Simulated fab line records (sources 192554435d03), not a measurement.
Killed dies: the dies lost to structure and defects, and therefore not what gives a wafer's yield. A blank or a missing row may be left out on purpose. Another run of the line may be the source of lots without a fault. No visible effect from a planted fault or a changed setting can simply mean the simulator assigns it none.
Matching of chambers ; flow n5 finfet ; N5_BEOL_M9_ETCH_61 on rie diel-06: 4 sister chambers
The step etches SiARC in CF4, target depth 39 nm, time 65 s. 8 wafers are shown with their chamber, then 8 later ones without.

EACH WAFER AND ITS CHAMBER
wafer;chamber;showerhead plenum p Torr (Torr);throttle valve pct (%)
L085.2;3;2.07;15.87
L085.6;0;2.19;15.32
L086.1;3;2.06;15.85
L086.6;2;2.21;15.39
L087.1;2;2.21;15.39
L087.3;1;2.27;15.46
L087.6;1;2.27;15.46
L089.2;0;2.18;15.36

WAFERS WITH NO CHAMBER GIVEN
wafer;showerhead plenum p Torr (Torr);throttle valve pct (%)
L089.3;2.06;15.88
L089.4;2.27;15.47
L090.1;2.21;15.41
L090.4;2.18;15.35
L090.5;2.18;15.36
L092.3;2.21;15.41
L092.4;2.18;15.37
L092.6;2.21;15.40

CHAMBER TAKEN BY EACH
wafer;from the rows above;in truth
L089.3;3;3
L089.4;1;1
L090.1;2;2
L090.4;0;0
L090.5;0;0
L092.3;2;2
L092.4;0;0
L092.6;2;2
Correctly placed: 8 of 8. Number that these rows cannot place: 0. 0 placed wrongly.
How it was worked out, from the rows above alone: a wafer's distance from a chamber is the root of the sum, over the readings, of the square of ((its reading less the chamber's mean) divided by the reading's scatter). The wafer belongs to the nearest chamber; if the next one is less than 2 further off, it can't be placed. A chamber's mean is the mean of its shown wafers. The scatter: the root of (the sum of the squares of (reading less its chamber's mean) over the shown wafers, divided by (wafers less chambers)).
